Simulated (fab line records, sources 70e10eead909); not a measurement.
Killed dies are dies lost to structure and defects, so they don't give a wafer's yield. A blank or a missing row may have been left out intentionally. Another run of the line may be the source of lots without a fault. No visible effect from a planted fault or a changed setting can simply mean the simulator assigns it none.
Chamber matching -- flow nand harc -- ald metal-03 running NHARC_A_WL_FILL_ALD_02: 4 sister chambers
The step deposits TiN, target thk 2 nm, pulse time 3 s, ald cycles 100. 22 wafers are shown with their chamber, then 11 later ones without.

## EACH WAFER AND ITS CHAMBER
wafer,chamber,heater power w (W),precursor pulse height rel
L075.1,0,1190,1.022
L075.4,0,1197,1.018
L075.6,3,1078,1.013
L076.1,3,1094,0.995
L076.4,3,1106,0.970
L076.6,1,1086,0.993
L081.1,2,1098,1.022
L081.4,3,1118,0.998
L081.5,0,1212,0.993
L085.2,2,1114,1.028
L085.4,0,1224,0.972
L085.6,2,1114,1.029
L085.1,3,1102,0.992
L085.3,1,1106,1.031
L085.5,3,1126,0.981
L086.2,0,1214,0.981
L086.5,2,1070,0.971
L086.6,3,1108,0.988
L093.1,3,1130,0.985
L093.2,2,1113,1.012
L093.4,0,1167,1.013
L093.3,1,1113,1.033

SIGNATURES (means of the wafers above)
reading,chamber 0,chamber 1,chamber 2,chamber 3,scatter within a chamber
heater power w,1200.67,1101.67,1101.80,1107.75,18.3
precursor pulse height rel,0.99983,1.01900,1.01240,0.99025,0.0192
Rule: a wafer lies at a distance from a chamber equal to the root of the sum of squares, over the readings, of (its reading less the chamber's mean, divided by the reading's scatter). The wafer belongs to the nearest chamber; if the next one is less than 2 further off, it can't be placed. How the scatter is found: for the shown wafers, subtract from each reading the mean of its chamber, square and add these, divide the total by (wafers less chambers), then take the root.

## WAFERS WITH NO CHAMBER GIVEN
wafer,heater power w (W),precursor pulse height rel
L093.5,1137,1.004
L093.6,1199,1.025
L091.3,1136,0.988
L091.4,1206,1.001
L091.5,1242,0.985
L094.2,1205,1.003
L094.3,1100,1.010
L094.4,1112,1.025
L094.1,1090,0.988
L094.5,1090,0.980
L094.6,1112,0.971

## WHICH CHAMBER EACH WENT THROUGH
wafer,from the rows above,in truth
L093.5,can't be placed: 3 or 2 or 1 or 0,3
L093.6,0,0
L091.3,can't be placed: 3 or 2 or 1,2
L091.4,0,0
L091.5,0,0
L094.2,0,0
L094.3,can't be placed: 2 or 1 or 3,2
L094.4,can't be placed: 1 or 2 or 3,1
L094.1,can't be placed: 3 or 2 or 1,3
L094.5,can't be placed: 3 or 2 or 1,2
L094.6,can't be placed: 3 or 2 or 1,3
4 of 11 placed correctly. Unplaceable from these rows: 7, with the true chamber sitting among the candidates in 7. Number placed wrongly: 0.
